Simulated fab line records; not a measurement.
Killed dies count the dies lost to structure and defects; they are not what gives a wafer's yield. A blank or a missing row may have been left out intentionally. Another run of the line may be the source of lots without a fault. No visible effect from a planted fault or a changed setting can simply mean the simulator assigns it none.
What tool caused it? ; flow n5 finfet ; 12 lots (36 wafers sampled), 1 step of a 1938-step route

WHAT THE GAUGES SHOWED, per wafer
N5_BEOL_M15_OVL_MEAS_29.
lot;measured;on;M15_OVL (nm)
L076;day 11 03:33;overlay-01;-5 -12 -11
L077;day 12 06:28;overlay-01;-5 -5 -6
L081;day 12 14:20;overlay-02;-15 -7 -5
L078;day 13 00:11;overlay-02;-5 1 0
L084;day 13 16:58;overlay-01;-10 -11 -13
L085;day 13 23:48;overlay-02;-9 -4 -2
L088;day 14 13:36;overlay-02;-7 -5 -11
L089;day 15 05:51;overlay-02;2 1 0
L092;day 15 13:05;overlay-02;-11 -13 -11
L093;day 16 03:43;overlay-02;-9 -1 -7
L094;day 16 09:17;overlay-01;-13 -7 -7
L096;day 17 02:34;overlay-02;-4 0 -1

TOOL THAT RAN EACH LOT (tool first, then ch and the chambers of the sampled wafers, then the start)
There is no process step in the record ahead of these readings.

THE ANSWER, worked out from the rows above alone
Rule: usual is defined by the lots themselves. Put in order of their means at a reading, lots are off if they are a third of the lots or fewer, leave a main group of 4 or more, and stand apart from it by a gap of 3 or more times the standard deviation of the main group's means; of several such gaps the widest counts. A main group whose means are all the same, to the digits that the tables above print for the reading, isn't used. Also off: a lot with no number at a reading for which 4 or more lots have one. Any other lot the step has rows for is counted as sound.
Nothing can be told from this: no lot is off at any reading shown.

WHAT THE SIMULATOR PUT IN
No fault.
